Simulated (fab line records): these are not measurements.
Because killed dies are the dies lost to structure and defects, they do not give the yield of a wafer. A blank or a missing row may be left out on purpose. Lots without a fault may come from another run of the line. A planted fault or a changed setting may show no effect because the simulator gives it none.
fab line records	flow n5_finfet
record: lots: 24	wafers: 72	last_day: 19
route steps=1938 shown BEOL_M9@1464 BEOL_M10@1472 BEOL_M11@1551
lots with no fault: from the same line, run without faults
start_h: the number of hours between the record's first day and the start of the first shown wafer of the lot	wait_h: hours elapsed since this lot's preceding step	" the same as in the row above	L1.1+2: several wafers, shown together as one row	- no value, or no start was given	* or withheld: withheld	< > ~ a bound
route shown NAME@n: names a module that has steps shown in the file, with the first one's number in the route	usual: mean and standard deviation over wafers with no fault	same: alike in all rows	chamber/n: place in a boat	sites: the reading at each site	_std_site: standard deviation across them	_edge_site: outer sites' mean less inner sites'	radius_mm: for every site, how far away it sits from the centre of the wafer	mask NAME#n: copy n	behind: the last tool/chamber to shape the wafer	hold: what put the lot on hold/how long, in hours/how the hold closed	device: whichever transistor did not switch (one of n, p or np)	end of line: the route-end tests of the same wafers	a step with no rows: only its recipe	killed: the dies lost at the first sort to structure and to defects; this is not the yield of the wafer	map: dies across one wafer; x = killed, . = not, _ = none there
set.NAME: setting as actually run; set.NAME@STEP: the setting as run at that earlier step	model.NAME: the simulator's own value behind a step, which no gauge read
the route's steps for a sample of lots (tables are steps, rows are wafers)
services: the hour from which a tool's chamber was out of use, counted from the record's first day as start_h (under 0 if before that day), plus the number of hours and why
== steps ==
step: N5_BEOL_M9_CMP_52
recipe: stop_on: SiCOH_lowk	t_overpolish_s: 7	down_force_psi: 1	platen_rpm: 50	clearing_platen_down_force_psi: 1.5	clearing_platen_rpm: 50	post_cmp_clean: cu_alkaline	target_thk_nm: 140	clearing_platen_pad_velocity_m_s: 0.99484	pad_velocity_m_s: 0.99484
usual: barrier_field_endpoint_s: 28.7/0.64	clearing_platen_rpm: 50.001/0.027	motor_current_A: 5.9/0.67	overpolish_run_s: 7.000/0.0094	slurry_flow_ml_min: 150.0/0.51	time_to_endpoint_s: 64.5/2.6
lot.wafer	tool	chamber	start_h	wait_h	barrier_field_endpoint_s	clearing_platen_rpm	motor_current_A	overpolish_run_s	slurry_flow_ml_min	time_to_endpoint_s
L074.2	cmp-01	0	208.41	0.2	28.9	50.013	6.9	6.994	150.5	66.9
L074.3	"	1	"	"	29.0	50.023	5.8	7.004	150.1	66.1
L074.5	"	0	"	"	29.2	50.048	6.2	6.986	150.3	62.6
L076.4	cmp-03	1	217.61	0.1	29.1	49.998	6.6	7.007	150.2	68.9
L076.2	"	0	"	"	28.4	50.063	5.7	7.004	149.7	64.1
L076.5	"	1	"	"	28.9	49.989	7.2	6.990	149.4	65.2
L075.3	cmp-03	3	218.69	0.4	29.0	50.011	6.9	6.980	149.3	61.9
L075.6	"	2	"	"	29.8	50.023	5.6	7.020	150.3	68.6
L075.5	"	3	"	"	29.1	50.026	6.7	7.001	149.0	66.9
L077.2	cmp-04	1	233.74	0.2	28.3	49.983	5.3	6.982	149.9	61.3
L077.4	"	0	"	"	28.6	50.018	5.1	7.001	149.4	63.7
L077.5	"	2	"	"	28.1	50.016	5.6	7.008	149.8	62.6
L078.3	cmp-04	0	242.86	0.2	29.4	49.980	5.2	7.014	149.3	64.7
L078.1	"	2	"	"	27.9	50.003	5.4	7.010	150.9	61.5
L078.5	"	1	"	"	28.9	49.989	5.2	6.984	149.6	60.4
L079.3	cmp-01	1	243.21	0.2	28.4	49.983	5.9	6.993	149.4	66.4
L079.4	"	2	"	"	28.7	49.963	6.8	6.993	150.3	65.9
L079.6	"	3	"	"	29.3	49.943	6.0	6.996	150.6	63.6
L080.4	cmp-01	2	245.42	0.3	28.5	49.977	6.6	6.995	149.6	61.4
L080.1	"	3	"	"	29.0	49.995	5.6	7.007	149.5	61.6
L080.3	"	1	"	"	29.0	50.028	6.1	6.988	149.9	62.6
L081.1	cmp-03	3	261.81	0.5	27.9	49.976	6.7	7.022	149.9	61.6
L081.2	"	0	"	"	28.0	50.007	5.9	7.018	150.9	64.2
L081.5	"	1	"	"	28.3	49.978	6.6	6.997	150.5	63.8
L082.1	cmp-04	2	268.57	0.3	29.8	49.999	5.8	6.990	150.8	69.1
L082.3	"	3	"	"	28.7	49.992	4.9	6.996	150.6	70.3
L082.4	"	0	"	"	30.4	49.966	5.3	7.025	150.5	72.4
L083.1	cmp-04	1	284.21	0.3	28.7	50.001	5.3	7.001	149.9	63.0
L083.3	"	3	"	"	28.8	50.052	4.8	6.999	150.1	63.9
L083.6	"	2	"	"	28.5	50.034	5.5	7.004	150.4	64.2
L084.3	cmp-04	1	289.50	0.2	28.6	50.032	5.2	7.011	150.7	64.2
L084.4	"	2	"	"	27.5	50.021	5.5	6.993	149.7	62.1
L084.1	"	0	"	"	28.4	50.008	5.3	7.003	150.1	68.5
L085.4	cmp-04	0	309.98	0.2	28.8	49.961	5.4	6.991	150.2	63.8
L085.3	"	2	"	"	27.7	49.965	5.6	7.002	150.2	63.1
L085.6	"	0	"	"	28.5	49.994	5.3	6.998	150.2	63.3
L087.3	cmp-01	2	310.32	0.2	29.4	50.001	6.5	6.997	150.3	67.3
L087.5	"	1	"	"	29.4	50.052	5.4	6.986	149.7	66.8
L087.6	"	2	"	"	29.1	49.953	6.5	7.010	150.0	65.2
L086.1	cmp-03	2	311.25	0.3	29.1	49.999	5.7	7.009	150.9	67.1
L086.2	"	3	"	"	29.1	50.010	7.0	6.997	150.6	67.3
L086.6	"	2	"	"	29.4	50.010	5.7	6.989	150.9	69.2
L088.3	cmp-03	3	313.90	0.2	27.7	49.917	6.7	7.004	150.3	63.3
L088.1	"	2	"	"	28.6	49.977	5.7	7.012	150.8	67.3
L088.5	"	3	"	"	28.6	49.978	6.6	7.016	150.3	62.6
L090.4	cmp-01	0	316.96	0.2	30.4	50.008	6.4	7.007	150.1	66.9
L090.1	"	1	"	"	29.1	50.019	6.1	7.004	149.3	63.6
L090.2	"	2	"	"	29.0	50.068	6.4	7.005	150.1	68.0
L089.3	cmp-03	2	317.06	0.2	28.3	50.018	5.8	6.990	150.3	66.1
L089.6	"	2	"	"	29.2	49.991	5.5	7.007	150.3	63.7
L089.5	"	3	"	"	28.7	49.991	6.5	7.016	150.5	64.3
L092.2	cmp-04	2	326.95	0.2	28.3	50.003	5.4	7.000	149.3	65.9
L092.1	"	3	"	"	28.7	50.017	4.9	7.014	150.5	66.3
L092.6	"	3	"	"	28.8	50.043	4.7	7.005	150.6	64.5
L091.1	cmp-01	3	327.76	0.3	29.0	49.981	5.8	6.995	150.1	65.5
L091.4	"	1	"	"	28.7	49.974	5.6	7.009	149.1	63.4
L091.2	"	2	"	"	28.6	49.990	7.0	6.999	149.9	65.9
L093.1	cmp-03	3	339.21	0.3	27.0	49.983	6.6	6.997	150.0	59.7
L093.3	"	1	"	"	27.6	49.978	6.7	7.009	149.5	60.3
L093.6	"	3	"	"	27.6	50.002	6.7	6.995	151.1	57.0
L094.3	cmp-04	3	339.93	0.2	28.0	49.993	4.8	6.999	150.2	63.6
L094.4	"	1	"	"	29.0	50.033	5.0	6.992	149.4	66.3
L094.1	"	2	"	"	28.2	50.002	5.6	6.990	149.5	63.8
L095.2	cmp-03	3	346.28	0.3	27.7	49.989	6.6	6.997	149.8	62.2
L095.1	"	0	"	"	27.1	50.021	5.7	7.003	150.2	61.1
L095.5	"	1	"	"	27.5	50.021	7.0	7.007	149.5	61.6
L096.1	cmp-03	1	365.10	0.4	27.2	50.012	6.8	7.010	149.5	63.3
L096.5	"	2	"	"	28.6	49.994	5.9	6.987	150.7	66.3
L096.6	"	3	"	"	28.3	50.005	6.7	7.000	150.8	64.5
L097.2	cmp-03	3	378.16	0.3	28.2	49.974	7.0	6.994	149.5	59.9
L097.6	"	1	"	"	27.9	50.007	6.9	7.001	148.9	59.8
L097.5	"	2	"	"	28.2	49.976	5.8	7.000	149.7	64.1
step: N5_BEOL_M9_INSPECT_58
recipe: inspect_instrument: darkfield	mode: post_dep
usual: raw_defect_count: 71/23
lot.wafer	tool	chamber	start_h	wait_h	raw_defect_count
L074.2	defect_inspect-02	-	208.86	0.0	89
L074.3	"	-	"	"	59
L074.5	"	-	"	"	62
L076.2	defect_inspect-02	-	218.10	0.0	69
L076.4	"	-	"	"	91
L076.5	"	-	"	"	63
L075.3	defect_inspect-01	-	219.11	0.0	86
L075.5	"	-	"	"	44
L075.6	"	-	"	"	49
L077.2	defect_inspect-02	-	234.20	0.0	43
L077.4	"	-	"	"	67
L077.5	"	-	"	"	49
L078.1	defect_inspect-01	-	243.35	0.0	82
L078.3	"	-	"	"	82
L078.5	"	-	"	"	66
L079.3	defect_inspect-02	-	243.59	0.0	86
L079.4	"	-	"	"	87
L079.6	"	-	"	"	74
L080.1	defect_inspect-01	-	245.88	0.0	73
L080.3	"	-	"	"	72
L080.4	"	-	"	"	91
L081.1	defect_inspect-01	-	262.23	0.0	50
L081.2	"	-	"	"	43
L081.5	"	-	"	"	64
L082.1	defect_inspect-02	-	269.02	0.0	73
L082.3	"	-	"	"	110
L082.4	"	-	"	"	56
L083.1	defect_inspect-02	-	284.66	0.0	67
L083.3	"	-	"	"	55
L083.6	"	-	"	"	62
L084.1	defect_inspect-02	-	289.96	0.0	72
L084.3	"	-	"	"	80
L084.4	"	-	"	"	127
L085.3	defect_inspect-01	-	310.40	0.0	47
L085.4	"	-	"	"	61
L085.6	"	-	"	"	56
L087.3	defect_inspect-01	-	310.73	0.0	145
L087.5	"	-	"	"	103
L087.6	"	-	"	"	81
L086.1	defect_inspect-01	-	311.66	0.0	103
L086.2	"	-	"	"	53
L086.6	"	-	"	"	75
L088.1	defect_inspect-01	-	314.35	0.0	50
L088.3	"	-	"	"	74
L088.5	"	-	"	"	72
L090.1	defect_inspect-02	-	317.38	0.0	72
L090.2	"	-	"	"	104
L090.4	"	-	"	"	50
L089.3	defect_inspect-01	-	317.52	0.0	46
L089.5	"	-	"	"	51
L089.6	"	-	"	"	32
L092.1	defect_inspect-02	-	327.41	0.0	45
L092.2	"	-	"	"	87
L092.6	"	-	"	"	70
L091.1	defect_inspect-02	-	328.22	0.0	56
L091.2	"	-	"	"	58
L091.4	"	-	"	"	60
L093.1	defect_inspect-02	-	339.66	0.0	63
L093.3	"	-	"	"	60
L093.6	"	-	"	"	66
L094.1	defect_inspect-02	-	340.38	0.0	78
L094.3	"	-	"	"	61
L094.4	"	-	"	"	70
L095.1	defect_inspect-02	-	346.66	0.0	102
L095.2	"	-	"	"	113
L095.5	"	-	"	"	74
L096.1	defect_inspect-01	-	365.46	0.0	68
L096.5	"	-	"	"	44
L096.6	"	-	"	"	73
L097.2	defect_inspect-02	-	378.54	0.0	110
L097.5	"	-	"	"	76
L097.6	"	-	"	"	69
step: N5_BEOL_M10_THK_MEAS_01
recipe: reads: SiCOH_lowk_of_BEOL_M10_ILD_DEP_00
usual: M10_ILD_THK: 268/3.3
lot.wafer	tool	chamber	start_h	wait_h	M10_ILD_THK[nm]
L074.2	film_metro-02	-	209.51	0.4	270
L074.3	"	-	"	"	274
L074.5	"	-	"	"	273
L076.2	film_metro-02	-	218.76	0.4	264
L076.4	"	-	"	"	270
L076.5	"	-	"	"	266
L075.3	film_metro-02	-	219.74	0.3	260
L075.5	"	-	"	"	267
L075.6	"	-	"	"	265
L077.2	film_metro-02	-	234.83	0.4	270
L077.4	"	-	"	"	276
L077.5	"	-	"	"	273
L079.3	film_metro-02	-	244.22	0.3	264
L079.4	"	-	"	"	272
L079.6	"	-	"	"	268
L078.1	film_metro-01	-	244.46	0.8	268
L078.3	"	-	"	"	266
L078.5	"	-	"	"	270
L080.1	film_metro-01	-	246.51	0.4	266
L080.3	"	-	"	"	268
L080.4	"	-	"	"	271
L081.1	film_metro-02	-	262.85	0.4	266
L081.2	"	-	"	"	269
L081.5	"	-	"	"	272
L082.1	film_metro-02	-	269.68	0.4	264
L082.3	"	-	"	"	270
L082.4	"	-	"	"	269
L083.1	film_metro-01	-	285.32	0.4	268
L083.3	"	-	"	"	268
L083.6	"	-	"	"	268
L084.1	film_metro-01	-	290.60	0.4	266
L084.3	"	-	"	"	267
L084.4	"	-	"	"	271
L085.3	film_metro-02	-	311.02	0.3	265
L085.4	"	-	"	"	270
L085.6	"	-	"	"	279
L087.3	film_metro-01	-	311.36	0.3	266
L087.5	"	-	"	"	271
L087.6	"	-	"	"	269
L086.1	film_metro-01	-	312.29	0.4	267
L086.2	"	-	"	"	268
L086.6	"	-	"	"	273
L088.1	film_metro-01	-	314.98	0.4	268
L088.3	"	-	"	"	263
L088.5	"	-	"	"	266
L090.1	film_metro-02	-	318.00	0.4	272
L090.2	"	-	"	"	270
L090.4	"	-	"	"	273
L089.3	film_metro-02	-	318.15	0.3	261
L089.5	"	-	"	"	269
L089.6	"	-	"	"	269
L091.1	film_metro-02	-	328.86	0.4	264
L091.2	"	-	"	"	267
L091.4	"	-	"	"	268
L092.1	film_metro-02	-	329.48	1.6	262
L092.2	"	-	"	"	262
L092.6	"	-	"	"	265
L093.1	film_metro-02	-	340.29	0.4	264
L093.3	"	-	"	"	265
L093.6	"	-	"	"	269
L094.1	film_metro-01	-	341.49	0.8	261
L094.3	"	-	"	"	262
L094.4	"	-	"	"	269
L095.1	film_metro-02	-	347.76	0.8	268
L095.2	"	-	"	"	270
L095.5	"	-	"	"	271
L096.1	film_metro-01	-	366.08	0.4	265
L096.5	"	-	"	"	270
L096.6	"	-	"	"	274
L097.2	film_metro-02	-	379.16	0.4	268
L097.5	"	-	"	"	270
L097.6	"	-	"	"	270
step: N5_BEOL_M10_ETCH_41
recipe: chemistry: CH3F/O2	target: SiCN	target_depth_a: 426	taper_deg: 2	time_s: 86	ion_energy_ev: 120	mask_material: TiN	pressure_mtorr: 30	source_w: 395	bias_w: 75	Ar_flow_sccm: 150	CH3F_flow_sccm: 30	O2_flow_sccm: 20
usual: drypump_motor_current_A: 5.7/0.34	oes_product_au: 0.81/0.085	rf_vpp_V: 297.4/1.7	showerhead_plenum_p_Torr: 2.00/0.071	throttle_valve_pct: 16.18/0.12
lot.wafer	tool	chamber	start_h	wait_h	drypump_motor_current_A	oes_product_au	rf_hours_counter_h	rf_vpp_V	showerhead_plenum_p_Torr	throttle_valve_pct
L074.2	rie_diel-06	1	-	-	5.6	0.73	181	297.9	1.99	16.23
L074.3	"	2	"	"	5.7	0.90	27	295.7	1.95	16.12
L074.5	"	0	"	"	5.3	0.82	-	299.3	2.12	16.23
L076.2	rie_diel-06	1	-	-	5.6	0.72	185	298.1	1.98	16.25
L076.4	"	0	"	"	5.3	0.81	67	301.6	2.12	16.23
L076.5	"	1	"	"	5.6	0.73	-	298.4	1.98	16.24
L075.3	rie_diel-06	2	-	-	5.7	0.89	32	296.2	1.95	16.10
L075.5	"	1	"	"	5.6	0.72	-	296.3	1.98	16.24
L075.6	"	2	"	"	5.7	0.89	-	296.3	1.95	16.09
L077.2	rie_diel-02	3	-	-	5.2	0.71	210	299.9	2.07	16.30
L077.4	"	0	"	"	5.9	0.70	190	297.6	2.07	16.12
L077.5	"	0	"	"	5.9	0.70	-	299.5	2.07	16.13
L079.3	rie_diel-06	1	-	-	5.6	0.72	193	295.5	1.98	16.26
L079.4	"	0	"	"	5.3	0.81	-	302.1	2.12	16.24
L079.6	"	1	"	"	5.6	0.72	-	297.9	1.98	16.27
L078.1	rie_diel-01	2	-	-	5.7	0.83	80	296.1	1.94	15.93
L078.3	"	0	"	"	5.2	0.91	25	297.9	1.95	16.15
L078.5	"	2	"	"	5.7	0.83	-	298.3	1.94	15.93
L080.1	rie_diel-01	2	-	-	5.7	0.83	81	294.7	1.94	15.94
L080.3	"	0	"	"	5.1	0.91	26	297.6	1.95	16.16
L080.4	"	2	"	"	5.7	0.82	-	296.0	1.94	15.91
L081.1	rie_diel-02	1	-	-	5.8	0.85	52	296.2	1.95	16.08
L081.2	"	2	"	"	5.7	0.83	73	297.2	1.94	16.09
L081.5	"	2	"	"	5.7	0.83	-	295.1	1.94	16.10
L082.1	rie_diel-06	0	-	-	5.3	0.80	87	300.7	2.11	16.27
L082.3	"	1	"	"	5.6	0.72	204	296.4	1.98	16.28
L082.4	"	3	"	"	6.2	0.97	6	300.7	2.13	15.99
L083.1	rie_diel-01	1	-	-	5.6	0.94	9	297.4	1.97	16.38
L083.3	"	3	"	"	6.4	0.88	51	296.2	1.96	16.17
L083.6	"	1	"	"	5.5	0.94	-	296.7	1.97	16.38
L084.1	rie_diel-02	1	-	-	5.8	0.83	62	294.8	1.95	16.10
L084.3	"	0	"	"	5.9	0.70	210	299.5	2.06	16.19
L084.4	"	3	"	"	5.2	0.70	231	298.9	2.06	16.34
L087.3	rie_diel-06	1	-	-	5.6	0.70	219	297.6	1.97	16.29
L087.5	"	2	"	"	5.7	0.84	-	295.7	1.94	16.17
L087.6	"	3	"	"	6.1	0.96	-	298.6	2.13	16.00
L085.3	rie_diel-06	1	-	-	5.6	0.69	219	295.5	1.97	16.30
L085.4	"	0	"	"	5.3	0.77	100	299.8	2.11	16.28
L085.6	"	3	"	"	6.2	0.95	-	299.2	2.13	16.00
L086.1	rie_diel-02	3	-	-	5.2	0.69	236	300.1	2.06	16.36
L086.2	"	2	"	"	5.6	0.82	86	296.7	1.94	16.13
L086.6	"	1	"	"	5.8	0.83	-	296.7	1.94	16.13
L088.1	rie_diel-02	1	-	-	5.8	0.82	68	295.3	1.94	16.11
L088.3	"	3	"	"	5.2	0.69	237	298.7	2.06	16.36
L088.5	"	1	"	"	5.8	0.83	-	296.2	1.94	16.11
L090.1	rie_diel-01	2	-	-	5.7	0.81	104	297.3	1.94	15.99
L090.2	"	1	"	"	5.5	0.90	19	296.1	1.96	16.42
L090.4	"	0	"	"	5.1	0.88	48	296.6	1.95	16.18
L089.3	rie_diel-02	0	-	-	5.9	0.68	217	298.7	2.06	16.17
L089.5	"	0	"	"	5.9	0.69	-	299.0	2.06	16.18
L089.6	"	1	"	"	5.8	0.82	-	297.4	1.94	16.12
L091.1	rie_diel-06	1	-	-	5.6	0.70	226	297.6	1.97	16.31
L091.2	"	3	"	"	6.1	0.92	23	300.0	2.13	16.02
L091.4	"	2	"	"	5.7	0.81	73	295.4	1.94	16.19
L092.1	rie_diel-01	2	-	-	5.7	0.81	110	297.3	1.93	16.00
L092.2	"	1	"	"	5.5	0.89	25	295.8	1.96	16.42
L092.6	"	0	"	"	5.1	0.88	-	296.8	1.94	16.20
L093.1	rie_diel-02	2	-	-	5.7	0.81	96	295.7	1.94	16.14
L093.3	"	1	"	"	5.8	0.82	77	296.6	1.94	16.14
L093.6	"	1	"	"	5.8	0.82	-	295.7	1.94	16.15
L094.1	rie_diel-06	2	-	-	5.7	0.83	76	297.1	1.94	16.20
L094.3	"	0	"	"	5.3	0.78	111	297.8	2.10	16.31
L094.4	"	3	"	"	6.2	0.93	26	301.1	2.12	16.03
L095.1	rie_diel-06	0	-	-	5.3	0.76	114	298.9	2.10	16.32
L095.2	"	3	"	"	6.2	0.92	29	300.2	2.12	16.03
L095.5	"	1	"	"	5.6	0.70	-	297.4	1.97	16.31
L096.1	rie_diel-02	1	-	-	5.8	0.81	90	295.2	1.94	16.17
L096.5	"	2	"	"	5.6	0.79	-	295.5	1.93	16.18
L096.6	"	0	"	"	5.9	0.67	-	297.0	2.05	16.21
L097.2	rie_diel-02	2	-	-	5.7	0.79	113	295.7	1.93	16.18
L097.5	"	3	"	"	5.2	0.97	-	299.5	2.06	15.93
L097.6	"	0	"	"	5.9	0.67	-	298.1	2.05	16.24
step: N5_BEOL_M10_INSPECT_58
recipe: inspect_instrument: darkfield	mode: post_dep
usual: raw_defect_count: 67/20
lot.wafer	tool	chamber	start_h	wait_h	raw_defect_count
L074.2	defect_inspect-01	-	215.46	0.0	85
L074.3	"	-	"	"	102
L074.5	"	-	"	"	75
L076.2	defect_inspect-01	-	224.63	0.0	54
L076.4	"	-	"	"	49
L076.5	"	-	"	"	39
L075.3	defect_inspect-02	-	227.90	0.0	50
L075.5	"	-	"	"	36
L075.6	"	-	"	"	86
L077.2	defect_inspect-02	-	243.65	0.0	97
L077.4	"	-	"	"	105
L077.5	"	-	"	"	69
L079.3	defect_inspect-01	-	250.67	0.0	78
L079.4	"	-	"	"	114
L079.6	"	-	"	"	51
L078.1	defect_inspect-01	-	252.43	0.0	87
L078.3	"	-	"	"	36
L078.5	"	-	"	"	41
L080.1	defect_inspect-01	-	253.98	0.0	91
L080.3	"	-	"	"	66
L080.4	"	-	"	"	85
L081.1	defect_inspect-01	-	276.12	0.0	56
L081.2	"	-	"	"	41
L081.5	"	-	"	"	94
L082.1	defect_inspect-01	-	281.88	0.0	52
L082.3	"	-	"	"	51
L082.4	"	-	"	"	49
L083.1	defect_inspect-01	-	291.58	0.0	75
L083.3	"	-	"	"	42
L083.6	"	-	"	"	50
L084.1	defect_inspect-01	-	301.63	0.0	66
L084.3	"	-	"	"	90
L084.4	"	-	"	"	46
L087.3	defect_inspect-01	-	317.65	0.0	55
L087.5	"	-	"	"	53
L087.6	"	-	"	"	76
L085.3	defect_inspect-01	-	318.19	0.0	61
L085.4	"	-	"	"	69
L085.6	"	-	"	"	61
L086.1	defect_inspect-02	-	318.25	0.0	112
L086.2	"	-	"	"	83
L086.6	"	-	"	"	74
L088.1	defect_inspect-01	-	322.01	0.0	42
L088.3	"	-	"	"	64
L088.5	"	-	"	"	40
L090.1	defect_inspect-01	-	323.16	0.0	89
L090.2	"	-	"	"	89
L090.4	"	-	"	"	36
L089.3	defect_inspect-01	-	323.61	0.0	44
L089.5	"	-	"	"	50
L089.6	"	-	"	"	78
L091.1	defect_inspect-02	-	339.28	0.0	65
L091.2	"	-	"	"	54
L091.4	"	-	"	"	41
L092.1	defect_inspect-01	-	339.74	0.0	97
L092.2	"	-	"	"	83
L092.6	"	-	"	"	51
L093.1	defect_inspect-02	-	347.97	0.0	82
L093.3	"	-	"	"	61
L093.6	"	-	"	"	70
L094.1	defect_inspect-01	-	348.50	0.0	49
L094.3	"	-	"	"	85
L094.4	"	-	"	"	81
L095.1	defect_inspect-01	-	354.55	0.0	58
L095.2	"	-	"	"	65
L095.5	"	-	"	"	36
L096.1	defect_inspect-01	-	379.06	0.0	68
L096.5	"	-	"	"	87
L096.6	"	-	"	"	102
L097.2	defect_inspect-01	-	388.89	0.0	64
L097.5	"	-	"	"	47
L097.6	"	-	"	"	43
step: N5_BEOL_M11_INSPECT_13
recipe: mode: adi	inspect_instrument: brightfield
usual: raw_defect_count: 406/91
lot.wafer	tool	chamber	start_h	wait_h	raw_defect_count
L074.2	defect_inspect-02	-	218.45	0.0	725
L074.3	"	-	"	"	386
L074.5	"	-	"	"	353
L076.2	defect_inspect-01	-	227.24	0.0	383
L076.4	"	-	"	"	323
L076.5	"	-	"	"	348
L075.3	defect_inspect-01	-	230.85	0.0	279
L075.5	"	-	"	"	277
L075.6	"	-	"	"	319
L077.2	defect_inspect-02	-	245.67	0.0	620
L077.4	"	-	"	"	527
L077.5	"	-	"	"	461
L079.3	defect_inspect-02	-	252.85	0.0	456
L079.4	"	-	"	"	504
L079.6	"	-	"	"	443
L078.1	defect_inspect-01	-	254.33	0.0	526
L078.3	"	-	"	"	250
L078.5	"	-	"	"	315
L080.1	defect_inspect-01	-	256.28	0.0	539
L080.3	"	-	"	"	434
L080.4	"	-	"	"	580
L081.1	defect_inspect-01	-	279.31	0.0	340
L081.2	"	-	"	"	275
L081.5	"	-	"	"	376
L082.1	defect_inspect-02	-	284.13	0.0	332
L082.3	"	-	"	"	329
L082.4	"	-	"	"	407
L083.1	defect_inspect-01	-	294.70	0.0	372
L083.3	"	-	"	"	261
L083.6	"	-	"	"	353
L084.1	defect_inspect-02	-	306.12	0.0	444
L084.3	"	-	"	"	475
L084.4	"	-	"	"	363
L087.3	defect_inspect-02	-	320.53	0.0	442
L087.5	"	-	"	"	482
L087.6	"	-	"	"	436
L085.3	defect_inspect-01	-	320.92	0.0	384
L085.4	"	-	"	"	543
L085.6	"	-	"	"	608
L086.1	defect_inspect-02	-	321.36	0.0	456
L086.2	"	-	"	"	376
L086.6	"	-	"	"	386
L088.1	defect_inspect-02	-	325.15	0.0	264
L088.3	"	-	"	"	364
L088.5	"	-	"	"	295
L089.3	defect_inspect-01	-	325.85	0.0	416
L089.5	"	-	"	"	398
L089.6	"	-	"	"	366
L090.1	defect_inspect-02	-	326.15	0.0	389
L090.2	"	-	"	"	371
L090.4	"	-	"	"	372
L091.1	defect_inspect-01	-	341.14	0.0	458
L091.2	"	-	"	"	395
L091.4	"	-	"	"	345
L092.1	defect_inspect-01	-	342.50	0.0	477
L092.2	"	-	"	"	324
L092.6	"	-	"	"	364
L093.1	defect_inspect-01	-	349.80	0.0	425
L093.3	"	-	"	"	410
L093.6	"	-	"	"	411
L094.1	defect_inspect-01	-	350.30	0.0	370
L094.3	"	-	"	"	345
L094.4	"	-	"	"	394
L095.1	defect_inspect-02	-	358.10	0.0	325
L095.2	"	-	"	"	536
L095.5	"	-	"	"	495
L096.1	defect_inspect-02	-	383.68	0.0	420
L096.5	"	-	"	"	457
L096.6	"	-	"	"	415
L097.2	defect_inspect-02	-	394.45	0.0	319
L097.5	"	-	"	"	254
L097.6	"	-	"	"	412
== services ==
tool	chamber	start_h	hours	kind
rie_diel-02	0	212.15	22.1	repair
cmp-01	-	215.29	4.0	pm
rie_diel-06	3	215.95	2.9	repair
cmp-01	-	221.98	3.3	repair
cmp-01	-	241.36	0.4	repair
cmp-01	-	248.38	7.0	repair
cmp-03	-	249.33	2.6	repair
cmp-04	-	249.36	3.8	repair
cmp-04	-	260.25	4.0	pm
cmp-03	-	264.99	0.5	repair
cmp-03	-	280.06	2.3	repair
rie_diel-02	2	281.00	6.7	repair
cmp-03	-	299.39	2.2	repair
rie_diel-01	2	307.95	1.8	repair
cmp-04	-	320.93	0.4	repair
cmp-04	-	326.12	0.6	repair
cmp-03	-	328.65	4.0	pm
cmp-03	-	343.66	1.3	repair
cmp-04	-	349.13	2.2	repair
cmp-01	-	350.53	0.4	repair
rie_diel-06	0	360.39	6.0	repair
cmp-03	-	362.85	0.3	repair
cmp-03	-	368.23	6.7	repair
rie_diel-01	1	371.83	1.8	repair
== key ==
fault none
